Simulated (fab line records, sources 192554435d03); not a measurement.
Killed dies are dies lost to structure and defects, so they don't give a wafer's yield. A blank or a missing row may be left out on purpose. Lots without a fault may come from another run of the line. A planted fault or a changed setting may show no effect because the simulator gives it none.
Split-lot experiment | flow n5_finfet | 7 lots, 21 wafers read, on a route of 1938 steps

THE SPLIT
At N5_BEOL_M9_COAT_63 (time 60 s, resist thk 60 nm), the setting spin_rpm was moved away from the recipe's 1500 rpm on 9 of the 21 wafers read, by -4.3% to +9.0%. The other wafers ran this setting at the recipe's value.

FROM THE SPLIT TO THE READING: what the file shows between them, 7 steps
- N5_BEOL_M9_COAT_64: time 60 s, resist thk 12 nm
- N5_BEOL_M9_COAT_75: time 60 s, resist thk 5 nm
- N5_BEOL_M9_ETCH_76: etches underlayer in N2/H2, target depth 6.5 nm, time 5.2 s
- N5_BEOL_M9_ETCH_65: etches SiARC in CF4, target depth 15.6 nm, time 26 s
- N5_BEOL_M9_ETCH_66: etches SOC in N2/H2, target depth 80 nm, overetch 16 nm, time 120 s
- N5_BEOL_M9_STRIP_69: strips in N2/H2
- N5_BEOL_M9_STRIP_77: strips in N2/H2

THE READING
SOC_of_BEOL_M9_COAT_63.thk_nm (the simulator's own value, which no gauge read), in nm, at N5_BEOL_M9_VIA_ETCH_34 (etches SiCOH lowk in C4F6/O2, target depth 182.4 nm, time 68.4 s). The file gives no usual value for it. The 12 wafers here that ran the recipe average 51.1 nm, standard deviation 0.24 nm.

wafer  | tool, chamber at the split | spin_rpm as run, rpm | against the recipe | SOC_of_BEOL_M9_COAT_63.thk_nm, nm | against lot-mates on the recipe
L078.1 | litho_track-05, 0          | 1500                 | recipe             | 51.2                              | -
L078.3 | litho_track-05, 0          | 1500                 | recipe             | 51.4                              | -
L078.6 | litho_track-05, 0          | 1619                 | +7.9%              | 49                                | -2.3
L083.1 | litho_track-05, 0          | 1500                 | recipe             | 51.2                              | -
L083.2 | litho_track-05, 0          | 1500                 | recipe             | 51.2                              | -
L083.6 | litho_track-05, 0          | 1500                 | recipe             | 51                                | -
L088.4 | litho_track-02, 0          | 1500                 | recipe             | 50.8                              | -
L088.5 | litho_track-02, 0          | 1500                 | recipe             | 50.8                              | -
L088.6 | litho_track-02, 0          | 1635                 | +9.0%              | 48.6                              | -2.2
L089.1 | litho_track-01, 0          | 1599                 | +6.6%              | 48.8                              | no lot-mate on the recipe
L089.3 | litho_track-01, 0          | 1599                 | +6.6%              | 49                                | no lot-mate on the recipe
L089.5 | litho_track-01, 0          | 1599                 | +6.6%              | 49.4                              | no lot-mate on the recipe
L093.1 | litho_track-01, 0          | 1500                 | recipe             | 51.2                              | -
L093.3 | litho_track-01, 0          | 1500                 | recipe             | 51                                | -
L093.6 | litho_track-01, 0          | 1500                 | recipe             | 51.4                              | -
L094.1 | litho_track-02, 0          | 1551                 | +3.4%              | 49.8                              | -1.4
L094.5 | litho_track-02, 0          | 1551                 | +3.4%              | 49.8                              | -1.4
L094.2 | litho_track-02, 0          | 1500                 | recipe             | 51.2                              | -
L096.1 | litho_track-05, 0          | 1436                 | -4.3%              | 52                                | +1.4
L096.2 | litho_track-05, 0          | 1500                 | recipe             | 50.6                              | -
L096.5 | litho_track-05, 0          | 1436                 | -4.3%              | 51.8                              | +1.2

THE FIT
A straight line over all 21 wafers: SOC_of_BEOL_M9_COAT_63.thk_nm changes by -0.273 nm for each +1% of spin_rpm; r = -0.97; the points scatter about the line by 0.27 nm.
The same after taking each lot's own level away (the mean of its wafers on the recipe; 18 wafers): -0.287 nm for each +1%; r = -0.98; scatter 0.2 nm.
On that fit, the largest move of spin_rpm shifts the reading by 2.6 nm.
The lots' own levels span 50.60 to 51.30 nm, that is 2.9 times the standard deviation above.
So the lot-to-lot level changes the slope little: the two slopes agree.
Check: with one of the wafers moved furthest among these (+9.0%) left out of the fit, the line predicts -2.87 nm for it against its lot-mates. It came out at -2.2 nm against them.

OTHER SPLITS ON THESE WAFERS
These wafers also went through other splits before the reading. Each is held against what the fit with the lots' levels taken away leaves over:
other split on the same wafers | wafers away from the commonest value | r with SOC_of_BEOL_M9_COAT_63.thk_nm (lot level and that fit taken away)
N5_BEOL_M5_ETCH_72 source_w    | 6                                    | +0.33
N5_BEOL_M5_SPUTTER_48 time_s   | 8                                    | -0.24
N5_BEOL_M6_ETCH_41 time_s      | 4                                    | -0.17
N5_BEOL_M7_DEP_56 time_s       | 6                                    | +0.34
N5_BEOL_M8_ILD_DEP_00 time_s   | 4                                    | -0.32
N5_BEOL_M9_ETCH_62 source_w    | 5                                    | -0.30

THE WHOLE CHAIN: every reading that the file lists as answering this split, in the file's order
step                    | what it does                                                        | reading                                                                        | change (the file's fit)                                                             | r (the file's)
N5_BEOL_M9_COAT_63      | time 60 s, resist thk 60 nm                                         | SOC_of_BEOL_M9_COAT_63.thk_nm (the simulator's own value, which no gauge read) | -0.288 nm for each +1% of the setting                                               | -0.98
N5_BEOL_M9_ETCH_66      | etches SOC in N2/H2, target depth 80 nm, overetch 16 nm, time 120 s | etch.depth_nm (the simulator's own value, which no gauge read)                 | -0.284 nm for each +1% of the setting                                               | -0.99
N5_BEOL_M9_VIA_ETCH_34  | etches SiCOH lowk in C4F6/O2, target depth 182.4 nm, time 68.4 s    | SOC_of_BEOL_M9_COAT_63.thk_nm (the simulator's own value, which no gauge read) | -0.278 nm for each +1% of the setting                                               | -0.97
N5_PASSIVATION_PROBE_49 |                                                                     | defect_limited_yield                                                           | +2.21 for each +1% of the setting, in a fit together with time_s@BEOL_M12_ETCH_68   | 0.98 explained
N5_PASSIVATION_PROBE_49 |                                                                     | killed_dies                                                                    | -26.1 for each +1% of the setting, in a fit together with time_s@BEOL_M12_ETCH_68   | 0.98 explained
N5_PASSIVATION_PROBE_49 |                                                                     | sort_yield_pct                                                                 | +2.21 % for each +1% of the setting, in a fit together with time_s@BEOL_M12_ETCH_68 | 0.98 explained

THE FILE'S OWN FIT
SOC_of_BEOL_M9_COAT_63.thk_nm changes by -0.278 nm for each +1% of spin_rpm, r = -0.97.
